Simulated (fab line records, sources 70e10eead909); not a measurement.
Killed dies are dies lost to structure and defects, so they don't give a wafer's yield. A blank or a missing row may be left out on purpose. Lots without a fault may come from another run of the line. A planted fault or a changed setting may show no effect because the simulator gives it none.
fab line records + flow nand_harc
record
- lots=14
- wafers=42
- last_day=34
route steps=1302 shown A_CONTACT@1049
lots that met no fault: taken from a fault-free run of the same line
start_h: start of the lot's first displayed wafer, in hours after the record's first day + wait_h: hours since the lot's step before + " identical to the entry in the row above + L1.1+2: one row covering several wafers at once + - no value, or no start was given + * or withheld: withheld + < > ~ a bound
route shown NAME@n: names a module that has steps shown in the file, with the first one's number in the route + usual: mean/standard deviation taken from wafers without a fault + same: alike in all rows + chamber/n: place in a boat + sites: per-site readings + _std_site: how widely they spread, as a standard deviation + _edge_site: mean of outer sites minus mean of inner sites + radius_mm: how far each site lies from the wafer's centre + mask NAME#n: copy n + behind: the most recent tool/chamber to have shaped the wafer + hold: the reason the lot was held/the length of the hold in hours/how it ended + device: transistor that didn't switch, given as n, p or np + end of line: the route-end tests of the same wafers + step lacking rows: just its recipe + killed: dies lost to structure and defects at the first sort, not the wafer's yield + map: the dies of a wafer, with x for killed, . for not killed, _ for no die there
set.NAME: setting as actually run; set.NAME@STEP: the setting as run at that earlier step + model.NAME: the simulator's own value behind a step, which no gauge read
one table for each step of the route and one row for each wafer, over a sample of lots
services: when a tool's chamber went out of use (start_h, in hours from the record's first day, below 0 if earlier), for how many hours, and the reason
## steps
# step NHARC_A_CONTACT_ETCH_126
# recipe
- source_w=withheld
- pressure_mtorr=20
- bias_v=3000
- time_s=197
- target_depth_a=19180
- ar_flow_sccm=withheld
- c4f8_flow_sccm=withheld
- o2_flow_sccm=withheld
- chemistry=C4F8/O2/Ar
# usual
- chamber_pressure_mTorr=19.999/0.021
- oes_air_line_au=1.000/0.02
| lot.wafer | tool            | chamber | start_h | wait_h | chamber_pressure_mTorr | oes_air_line_au | rf_hours_counter_h |
|-----------|-----------------|---------|---------|--------|------------------------|-----------------|--------------------|
| L657.2    | har_cap_etch-01 | 1       | 535.50  | 0.1    | 19.950                 | 1.029           | 4                  |
| L657.6    | "               | 1       | "       | "      | 19.999                 | 1.001           | -                  |
| L657.5    | "               | 0       | "       | "      | 19.976                 | 0.974           | -                  |
| L656.1    | har_cap_etch-03 | 1       | 535.78  | 0.1    | 20.000                 | 1.027           | 50                 |
| L656.3    | "               | 1       | "       | "      | 20.001                 | 1.016           | -                  |
| L656.5    | "               | 0       | "       | "      | 19.994                 | 0.990           | -                  |
| L658.2    | har_cap_etch-01 | 0       | 546.14  | 0.1    | 19.994                 | 0.970           | 6                  |
| L658.6    | "               | 1       | "       | "      | 19.998                 | 0.963           | -                  |
| L658.5    | "               | 0       | "       | "      | 19.995                 | 0.974           | -                  |
| L660.1    | har_cap_etch-01 | 0       | 550.62  | 0.1    | 19.990                 | 1.009           | 7                  |
| L660.2    | "               | 1       | "       | "      | 20.055                 | 1.021           | 7                  |
| L660.6    | "               | 1       | "       | "      | 19.977                 | 1.034           | -                  |
| L664.3    | har_cap_etch-02 | 1       | 588.65  | 0.1    | 19.962                 | 1.020           | -                  |
| L664.5    | "               | 1       | "       | "      | 19.993                 | 0.970           | -                  |
| L664.6    | "               | 0       | "       | "      | 19.984                 | 1.002           | -                  |
| L661.2    | har_cap_etch-02 | 1       | 597.08  | 0.1    | 19.978                 | 1.043           | 99                 |
| L661.3    | "               | 0       | "       | "      | 20.000                 | 0.990           | -                  |
| L661.5    | "               | 1       | "       | "      | 19.975                 | 0.986           | -                  |
| L662.1    | har_cap_etch-01 | 1       | 597.79  | 0.2    | 19.976                 | 1.001           | 15                 |
| L662.4    | "               | 0       | "       | "      | 20.002                 | 0.993           | -                  |
| L662.5    | "               | 1       | "       | "      | 19.987                 | 0.988           | -                  |
| L663.1    | har_cap_etch-01 | 0       | 604.24  | 0.1    | 19.997                 | 1.016           | 17                 |
| L663.3    | "               | 0       | "       | "      | 20.009                 | 0.982           | -                  |
| L663.6    | "               | 0       | "       | "      | 20.015                 | 0.957           | -                  |
| L666.2    | har_cap_etch-01 | 1       | 616.01  | 0.1    | -                      | -               | -                  |
| L666.1    | "               | 0       | "       | "      | -                      | -               | -                  |
| L666.6    | "               | 1       | "       | "      | -                      | -               | -                  |
| L665.1    | har_cap_etch-02 | 0       | 624.02  | 0.1    | -                      | -               | -                  |
| L665.2    | "               | 1       | "       | "      | -                      | -               | -                  |
| L665.3    | "               | 0       | "       | "      | -                      | -               | -                  |
| L674.1    | har_cap_etch-03 | 0       | 714.68  | 0.1    | 20.012                 | 0.993           | 78                 |
| L674.3    | "               | 1       | "       | "      | 19.986                 | 1.048           | -                  |
| L674.4    | "               | 0       | "       | "      | 19.994                 | 0.998           | -                  |
| L676.4    | har_cap_etch-02 | 1       | 722.35  | 0.1    | 19.986                 | 1.004           | -                  |
| L676.3    | "               | 0       | "       | "      | 19.984                 | 1.008           | -                  |
| L676.5    | "               | 1       | "       | "      | 20.019                 | 1.005           | -                  |
| L675.2    | har_cap_etch-01 | 0       | 731.87  | 0.1    | 19.995                 | 1.003           | 41                 |
| L675.1    | "               | 1       | "       | "      | 19.996                 | 0.995           | 41                 |
| L675.3    | "               | 0       | "       | "      | 20.011                 | 1.019           | -                  |
| L677.1    | har_cap_etch-03 | 1       | 744.29  | 0.1    | 19.980                 | 1.007           | 84                 |
| L677.5    | "               | 1       | "       | "      | 19.993                 | 1.013           | -                  |
| L677.6    | "               | 0       | "       | "      | 20.026                 | 1.003           | -                  |
# step NHARC_A_CONTACT_ETCH_128
# recipe
- source_w=withheld
- pressure_mtorr=20
- bias_v=3000
- time_s=197
- target_depth_a=19180
- ar_flow_sccm=withheld
- c4f8_flow_sccm=withheld
- o2_flow_sccm=withheld
- chemistry=C4F8/O2/Ar
# usual
- chamber_pressure_mTorr=20.000/0.019
- oes_air_line_au=1.003/0.018
| lot.wafer | tool            | chamber | start_h | wait_h | chamber_pressure_mTorr | oes_air_line_au | rf_hours_counter_h |
|-----------|-----------------|---------|---------|--------|------------------------|-----------------|--------------------|
| L657.2    | har_cap_etch-01 | 1       | 535.85  | 0.1    | 19.991                 | 0.964           | 4                  |
| L657.6    | "               | 1       | "       | "      | 20.014                 | 0.970           | -                  |
| L657.5    | "               | 0       | "       | "      | 19.972                 | 1.011           | -                  |
| L656.1    | har_cap_etch-03 | 1       | 536.13  | 0.1    | 19.980                 | 0.988           | 50                 |
| L656.3    | "               | 1       | "       | "      | 20.046                 | 0.988           | -                  |
| L656.5    | "               | 0       | "       | "      | 20.000                 | 0.998           | -                  |
| L658.2    | har_cap_etch-01 | 0       | 546.49  | 0.1    | 20.005                 | 1.041           | 6                  |
| L658.6    | "               | 1       | "       | "      | 19.977                 | 0.989           | -                  |
| L658.5    | "               | 0       | "       | "      | 20.024                 | 1.041           | -                  |
| L660.1    | har_cap_etch-01 | 0       | 550.97  | 0.1    | 20.016                 | 0.989           | 8                  |
| L660.2    | "               | 1       | "       | "      | 19.994                 | 1.011           | 8                  |
| L660.6    | "               | 1       | "       | "      | 20.002                 | 1.012           | -                  |
| L664.3    | har_cap_etch-02 | 1       | 589.00  | 0.1    | 19.980                 | 0.997           | -                  |
| L664.5    | "               | 1       | "       | "      | 20.030                 | 1.013           | -                  |
| L664.6    | "               | 0       | "       | "      | 20.016                 | 0.994           | -                  |
| L661.2    | har_cap_etch-02 | 1       | 597.44  | 0.1    | 19.989                 | 0.994           | 99                 |
| L661.3    | "               | 0       | "       | "      | 20.001                 | 0.999           | -                  |
| L661.5    | "               | 1       | "       | "      | 19.964                 | 0.986           | -                  |
| L662.1    | har_cap_etch-01 | 1       | 598.14  | 0.1    | 20.005                 | 0.993           | 15                 |
| L662.4    | "               | 0       | "       | "      | 20.023                 | 0.991           | -                  |
| L662.5    | "               | 1       | "       | "      | 19.988                 | 1.034           | -                  |
| L663.1    | har_cap_etch-01 | 0       | 604.59  | 0.1    | 19.997                 | 1.026           | 17                 |
| L663.3    | "               | 0       | "       | "      | 20.028                 | 1.054           | -                  |
| L663.6    | "               | 0       | "       | "      | 19.983                 | 1.007           | -                  |
| L666.2    | har_cap_etch-01 | 1       | 616.36  | 0.1    | 20.038                 | 0.993           | 21                 |
| L666.1    | "               | 0       | "       | "      | 20.017                 | 1.002           | 21                 |
| L666.6    | "               | 1       | "       | "      | 20.001                 | 0.965           | -                  |
| L665.1    | har_cap_etch-02 | 0       | 624.37  | 0.1    | 20.017                 | 1.000           | 104                |
| L665.2    | "               | 1       | "       | "      | 19.956                 | 1.003           | 104                |
| L665.3    | "               | 0       | "       | "      | 20.002                 | 1.019           | -                  |
| L674.1    | har_cap_etch-03 | 0       | 715.03  | 0.1    | 19.975                 | 0.973           | 79                 |
| L674.3    | "               | 1       | "       | "      | 19.987                 | 1.014           | -                  |
| L674.4    | "               | 0       | "       | "      | 20.030                 | 1.008           | -                  |
| L676.4    | har_cap_etch-02 | 1       | 722.71  | 0.1    | 19.956                 | 0.994           | -                  |
| L676.3    | "               | 0       | "       | "      | 20.014                 | 1.001           | -                  |
| L676.5    | "               | 1       | "       | "      | 19.989                 | 1.006           | -                  |
| L675.2    | har_cap_etch-01 | 0       | 732.23  | 0.1    | 20.013                 | 1.012           | 41                 |
| L675.1    | "               | 1       | "       | "      | 19.989                 | 0.999           | 41                 |
| L675.3    | "               | 0       | "       | "      | 20.008                 | 1.012           | -                  |
| L677.1    | har_cap_etch-03 | 1       | 744.65  | 0.1    | 19.984                 | 1.009           | 84                 |
| L677.5    | "               | 1       | "       | "      | 20.011                 | 1.016           | -                  |
| L677.6    | "               | 0       | "       | "      | 20.012                 | 1.027           | -                  |
# step NHARC_A_CONTACT_ETCH_129
# recipe
- source_w=withheld
- pressure_mtorr=20
- bias_v=3000
- time_s=197
- target_depth_a=19180
- ar_flow_sccm=withheld
- c4f8_flow_sccm=withheld
- o2_flow_sccm=withheld
- chemistry=C4F8/O2/Ar
# usual
- chamber_pressure_mTorr=20.000/0.018
- oes_air_line_au=1.003/0.021
| lot.wafer | tool            | chamber | start_h | wait_h | chamber_pressure_mTorr | oes_air_line_au | rf_hours_counter_h |
|-----------|-----------------|---------|---------|--------|------------------------|-----------------|--------------------|
| L657.2    | har_cap_etch-01 | 1       | 536.03  | 0.1    | 20.008                 | 0.986           | 4                  |
| L657.6    | "               | 1       | "       | "      | 19.990                 | 1.017           | -                  |
| L657.5    | "               | 0       | "       | "      | 20.005                 | 1.020           | -                  |
| L656.1    | har_cap_etch-03 | 1       | 536.31  | 0.1    | 19.994                 | 1.030           | 50                 |
| L656.3    | "               | 1       | "       | "      | 20.004                 | 1.012           | -                  |
| L656.5    | "               | 0       | "       | "      | 19.979                 | 0.973           | -                  |
| L658.2    | har_cap_etch-01 | 0       | 546.67  | 0.1    | 19.972                 | 0.998           | 6                  |
| L658.6    | "               | 1       | "       | "      | 19.986                 | 1.006           | -                  |
| L658.5    | "               | 0       | "       | "      | 20.016                 | 0.990           | -                  |
| L660.1    | har_cap_etch-01 | 0       | 551.15  | 0.1    | 20.008                 | 1.006           | 8                  |
| L660.2    | "               | 1       | "       | "      | 19.983                 | 1.039           | 8                  |
| L660.6    | "               | 1       | "       | "      | 20.016                 | 1.015           | -                  |
| L664.3    | har_cap_etch-02 | 1       | 589.17  | 0.1    | 20.006                 | 0.986           | -                  |
| L664.5    | "               | 1       | "       | "      | 20.033                 | 1.004           | -                  |
| L664.6    | "               | 0       | "       | "      | 20.015                 | 1.017           | -                  |
| L661.2    | har_cap_etch-02 | 1       | 597.61  | 0.1    | 20.016                 | 0.997           | 99                 |
| L661.3    | "               | 0       | "       | "      | 19.999                 | 1.011           | -                  |
| L661.5    | "               | 1       | "       | "      | 20.003                 | 0.993           | -                  |
| L662.1    | har_cap_etch-01 | 1       | 598.31  | 0.1    | 20.009                 | 0.974           | 16                 |
| L662.4    | "               | 0       | "       | "      | 19.991                 | 0.998           | -                  |
| L662.5    | "               | 1       | "       | "      | 20.009                 | 0.987           | -                  |
| L663.1    | har_cap_etch-01 | 0       | 604.77  | 0.1    | 20.051                 | 0.977           | 17                 |
| L663.3    | "               | 0       | "       | "      | 19.983                 | 0.974           | -                  |
| L663.6    | "               | 0       | "       | "      | 19.986                 | 1.002           | -                  |
| L666.2    | har_cap_etch-01 | 1       | 616.54  | 0.1    | 20.005                 | 1.009           | 21                 |
| L666.1    | "               | 0       | "       | "      | 19.956                 | 1.015           | 21                 |
| L666.6    | "               | 1       | "       | "      | 19.981                 | 1.023           | -                  |
| L665.1    | har_cap_etch-02 | 0       | 624.55  | 0.1    | 20.001                 | 1.034           | 104                |
| L665.2    | "               | 1       | "       | "      | 19.970                 | 0.982           | 104                |
| L665.3    | "               | 0       | "       | "      | 20.000                 | 1.020           | -                  |
| L674.1    | har_cap_etch-03 | 0       | 715.21  | 0.1    | 19.986                 | 0.995           | 79                 |
| L674.3    | "               | 1       | "       | "      | 19.982                 | 0.997           | -                  |
| L674.4    | "               | 0       | "       | "      | 19.994                 | 0.984           | -                  |
| L676.4    | har_cap_etch-02 | 1       | 722.89  | 0.1    | 20.013                 | 1.028           | -                  |
| L676.3    | "               | 0       | "       | "      | 20.007                 | 0.989           | -                  |
| L676.5    | "               | 1       | "       | "      | 19.991                 | 1.013           | -                  |
| L675.2    | har_cap_etch-01 | 0       | 732.40  | 0.1    | 19.964                 | 1.032           | 41                 |
| L675.1    | "               | 1       | "       | "      | 19.990                 | 0.998           | 41                 |
| L675.3    | "               | 0       | "       | "      | 20.008                 | 1.037           | -                  |
| L677.1    | har_cap_etch-03 | 1       | 744.83  | 0.1    | 20.017                 | 1.034           | 84                 |
| L677.5    | "               | 1       | "       | "      | 19.991                 | 1.000           | -                  |
| L677.6    | "               | 0       | "       | "      | 20.020                 | 0.992           | -                  |
# step NHARC_A_CONTACT_ETCH_131
# recipe
- source_w=withheld
- pressure_mtorr=20
- bias_v=3000
- time_s=197
- target_depth_a=19180
- ar_flow_sccm=withheld
- c4f8_flow_sccm=withheld
- o2_flow_sccm=withheld
- chemistry=C4F8/O2/Ar
# usual
- chamber_pressure_mTorr=19.998/0.018
- oes_air_line_au=1.003/0.019
| lot.wafer | tool            | chamber | start_h | wait_h | chamber_pressure_mTorr | oes_air_line_au | rf_hours_counter_h |
|-----------|-----------------|---------|---------|--------|------------------------|-----------------|--------------------|
| L657.2    | har_cap_etch-01 | 1       | 536.38  | 0.1    | 19.990                 | 0.992           | 5                  |
| L657.6    | "               | 1       | "       | "      | 20.013                 | 1.026           | -                  |
| L657.5    | "               | 0       | "       | "      | 19.993                 | 1.003           | -                  |
| L656.1    | har_cap_etch-03 | 1       | 536.66  | 0.1    | 20.031                 | 1.033           | 50                 |
| L656.3    | "               | 1       | "       | "      | 20.017                 | 1.009           | -                  |
| L656.5    | "               | 0       | "       | "      | 19.988                 | 0.965           | -                  |
| L658.2    | har_cap_etch-01 | 0       | 547.02  | 0.1    | 19.979                 | 0.997           | 7                  |
| L658.6    | "               | 1       | "       | "      | 19.995                 | 1.041           | -                  |
| L658.5    | "               | 0       | "       | "      | 19.995                 | 1.013           | -                  |
| L660.1    | har_cap_etch-01 | 0       | 551.51  | 0.1    | 20.032                 | 0.998           | 8                  |
| L660.2    | "               | 1       | "       | "      | 19.979                 | 0.997           | 8                  |
| L660.6    | "               | 1       | "       | "      | 20.009                 | 1.012           | -                  |
| L664.3    | har_cap_etch-02 | 1       | 589.52  | 0.1    | 19.981                 | 0.981           | -                  |
| L664.5    | "               | 1       | "       | "      | 19.994                 | 0.991           | -                  |
| L664.6    | "               | 0       | "       | "      | 19.990                 | 0.997           | -                  |
| L661.2    | har_cap_etch-02 | 1       | 597.97  | 0.1    | 20.010                 | 0.998           | 99                 |
| L661.3    | "               | 0       | "       | "      | 20.005                 | 1.010           | -                  |
| L661.5    | "               | 1       | "       | "      | 19.983                 | 0.978           | -                  |
| L662.1    | har_cap_etch-01 | 1       | 598.67  | 0.1    | 20.022                 | 1.013           | 16                 |
| L662.4    | "               | 0       | "       | "      | 19.968                 | 1.027           | -                  |
| L662.5    | "               | 1       | "       | "      | 19.925                 | 0.990           | -                  |
| L663.1    | har_cap_etch-01 | 0       | 605.12  | 0.1    | 20.050                 | 1.015           | 18                 |
| L663.3    | "               | 0       | "       | "      | 20.010                 | 1.025           | -                  |
| L663.6    | "               | 0       | "       | "      | 20.015                 | 0.996           | -                  |
| L666.2    | har_cap_etch-01 | 1       | 616.89  | 0.1    | 19.976                 | 1.004           | 22                 |
| L666.1    | "               | 0       | "       | "      | 20.003                 | 1.018           | 22                 |
| L666.6    | "               | 1       | "       | "      | 19.972                 | 1.022           | -                  |
| L665.1    | har_cap_etch-02 | 0       | 624.90  | 0.1    | 20.042                 | 1.018           | 105                |
| L665.2    | "               | 1       | "       | "      | 20.008                 | 0.981           | 105                |
| L665.3    | "               | 0       | "       | "      | 20.021                 | 0.990           | -                  |
| L674.1    | har_cap_etch-03 | 0       | 715.56  | 0.1    | 19.999                 | 0.984           | 79                 |
| L674.3    | "               | 1       | "       | "      | 19.988                 | 0.964           | -                  |
| L674.4    | "               | 0       | "       | "      | 20.015                 | 1.006           | -                  |
| L676.4    | har_cap_etch-02 | 1       | 723.24  | 0.1    | 19.974                 | 1.019           | -                  |
| L676.3    | "               | 0       | "       | "      | 19.994                 | 0.998           | -                  |
| L676.5    | "               | 1       | "       | "      | 19.974                 | 1.023           | -                  |
| L675.2    | har_cap_etch-01 | 0       | 732.75  | 0.1    | 19.982                 | 0.984           | 42                 |
| L675.1    | "               | 1       | "       | "      | 19.990                 | 1.011           | 42                 |
| L675.3    | "               | 0       | "       | "      | 19.999                 | 1.014           | -                  |
| L677.1    | har_cap_etch-03 | 1       | 745.18  | 0.1    | 19.996                 | 1.033           | 85                 |
| L677.5    | "               | 1       | "       | "      | 19.995                 | 0.987           | -                  |
| L677.6    | "               | 0       | "       | "      | 20.002                 | 0.996           | -                  |
## services
| tool            | chamber | start_h | hours | kind                          |
|-----------------|---------|---------|-------|-------------------------------|
| har_cap_etch-01 | 0       | 514.46  | -     | clean                         |
| har_cap_etch-01 | 1       | 514.46  | -     | clean                         |
| har_cap_etch-01 | 1       | 514.46  | -     | consumable_replace:focus_ring |
## key
first_sign
- step=NHARC_A_CONTACT_ETCH_126
- reading=tool_record
- direction=missing
effect none on later readings
met_at NHARC_A_CONTACT_ETCH_126
struck_lots L665,L666
later_rows_left_out L665.1,L665.2,L665.3,L666.1,L666.2,L666.6
sort_left_out L665.1,L665.2,L665.3,L666.1,L666.2,L666.6
tester_left_out L665,L666
not_acting_at NHARC_A_CONTACT_ETCH_128,NHARC_A_CONTACT_ETCH_129,NHARC_A_CONTACT_ETCH_131
onset_between 604.24 616.01
fault
- kind=skipped_step_whole
- tool=har_cap_etch-01,har_cap_etch-02
- chamber=-
- onset_h=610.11
- steps=NHARC_A_CONTACT_ETCH_126
- scope=struck_lots_only
# tester_left_out: of these lots the tester's yield and bins aren't shown, on N5 and GAA mostly nor the transistor test; their killed dies are dies lost to structure and defects alone, not to doping, threshold or leakage, so they don't give the yield
# sort_left_out: the simulated sort isn't trusted on such a fault, so these wafers' sort isn't shown, and their yield isn't known
# later_rows_left_out: the simulator's readings of these wafers behind a module that went badly wrong aren't trusted and aren't shown, but for the sort
